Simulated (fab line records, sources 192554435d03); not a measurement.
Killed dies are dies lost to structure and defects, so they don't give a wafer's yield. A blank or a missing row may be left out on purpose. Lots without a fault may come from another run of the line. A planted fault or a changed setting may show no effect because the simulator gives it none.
Split-lot experiment | flow n5_finfet | 7 lots, 21 wafers read, on a route of 1938 steps

THE SPLIT
At N5_BEOL_M10_VIA_ETCH_34 (etches SiCOH lowk in C4F6/O2, target depth 184.5 nm, time 69.2 s), the setting time_s was moved away from the recipe's 69.2 s on 9 of the 21 wafers read, by -14.3% to +15.6%. The other wafers ran this setting at the recipe's value.

The reading is taken at the split's own step.

THE READING
SOC_of_BEOL_M10_COAT_63.thk_nm (the simulator's own value, which no gauge read), in nm, at N5_BEOL_M10_VIA_ETCH_34 (etches SiCOH lowk in C4F6/O2, target depth 184.5 nm, time 69.2 s). The file gives no usual value for it. The 12 wafers here that ran the recipe average 92.2 nm, standard deviation 0.24 nm.

wafer  | tool, chamber at the split | time_s as run, s | against the recipe | SOC_of_BEOL_M10_COAT_63.thk_nm, nm | against lot-mates on the recipe
L075.3 | rie_diel-05, 0             | 69.2             | recipe             | 92.2                               | -
L075.4 | rie_diel-05, 2             | 69.2             | recipe             | 92.6                               | -
L075.6 | rie_diel-05, 2             | 59.33            | -14.3%             | 93.4                               | +1.0
L074.2 | rie_diel-05, 3             | 74.15            | +7.2%              | 91.2                               | -0.8
L074.3 | rie_diel-05, 2             | 74.15            | +7.2%              | 92                                 | +0.0
L074.6 | rie_diel-05, 0             | 69.2             | recipe             | 92                                 | -
L083.3 | rie_diel-05, 3             | 79.97            | +15.6%             | 90.6                               | -1.4
L083.4 | rie_diel-05, 3             | 69.2             | recipe             | 92                                 | -
L083.5 | rie_diel-05, 0             | 79.97            | +15.6%             | 90.4                               | -1.6
L087.4 | rie_diel-05, 1             | 64.54            | -6.7%              | 92.4                               | +0.6
L087.5 | rie_diel-05, 2             | 64.54            | -6.7%              | 92                                 | +0.2
L087.6 | rie_diel-05, 1             | 69.2             | recipe             | 91.8                               | -
L086.1 | rie_diel-05, 2             | 69.2             | recipe             | 92.2                               | -
L086.2 | rie_diel-05, 0             | 69.2             | recipe             | 92.2                               | -
L086.4 | rie_diel-05, 0             | 69.2             | recipe             | 92.4                               | -
L091.2 | rie_diel-01, 1             | 64.53            | -6.7%              | 92.4                               | +0.4
L091.3 | rie_diel-01, 2             | 69.2             | recipe             | 92                                 | -
L091.5 | rie_diel-01, 2             | 64.53            | -6.7%              | 92.8                               | +0.8
L093.3 | rie_diel-03, 3             | 69.2             | recipe             | 92.6                               | -
L093.5 | rie_diel-03, 2             | 69.2             | recipe             | 92.4                               | -
L093.6 | rie_diel-03, 3             | 69.2             | recipe             | 92.4                               | -

THE FIT
A straight line over all 21 wafers: SOC_of_BEOL_M10_COAT_63.thk_nm changes by -0.0861 nm for each +1% of time_s; r = -0.88; the points scatter about the line by 0.33 nm.
The same after taking each lot's own level away (the mean of its wafers on the recipe; 21 wafers): -0.0824 nm for each +1%; r = -0.94; scatter 0.21 nm.
On that fit, the largest move of time_s shifts the reading by 1.3 nm.
The lots' own levels span 91.80 to 92.47 nm, that is 2.7 times the standard deviation above.
So the lot-to-lot level changes the slope little: the two slopes agree.
Check: with one of the wafers moved furthest among these (+15.6%) left out of the fit, the line predicts -1.26 nm for it against its lot-mates. It came out at -1.4 nm against them.

OTHER SPLITS ON THESE WAFERS
These wafers also went through other splits before the reading. Each is held against what the fit with the lots' levels taken away leaves over:
other split on the same wafers | wafers away from the commonest value | r with SOC_of_BEOL_M10_COAT_63.thk_nm (lot level and that fit taken away)
N5_BEOL_M8_COAT_22 spin_rpm    | 6                                    | +0.25
N5_BEOL_M9_COAT_22 spin_rpm    | 7                                    | -0.09
N5_BEOL_M9_ETCH_66 time_s      | 9                                    | -0.22

THE WHOLE CHAIN: every reading that the file lists as answering this split, in the file's order
step                    | what it does                                                     | reading                                                                         | change (the file's fit)                | r (the file's)
N5_BEOL_M10_VIA_ETCH_34 | etches SiCOH lowk in C4F6/O2, target depth 184.5 nm, time 69.2 s | etch.depth_nm (the simulator's own value, which no gauge read)                  | +1.75 nm for each +1% of the setting   | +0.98
N5_BEOL_M10_VIA_ETCH_34 | etches SiCOH lowk in C4F6/O2, target depth 184.5 nm, time 69.2 s | SOC_of_BEOL_M10_COAT_63.thk_nm (the simulator's own value, which no gauge read) | -0.0803 nm for each +1% of the setting | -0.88

THE FILE'S OWN FIT
SOC_of_BEOL_M10_COAT_63.thk_nm changes by -0.0803 nm for each +1% of time_s, r = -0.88.
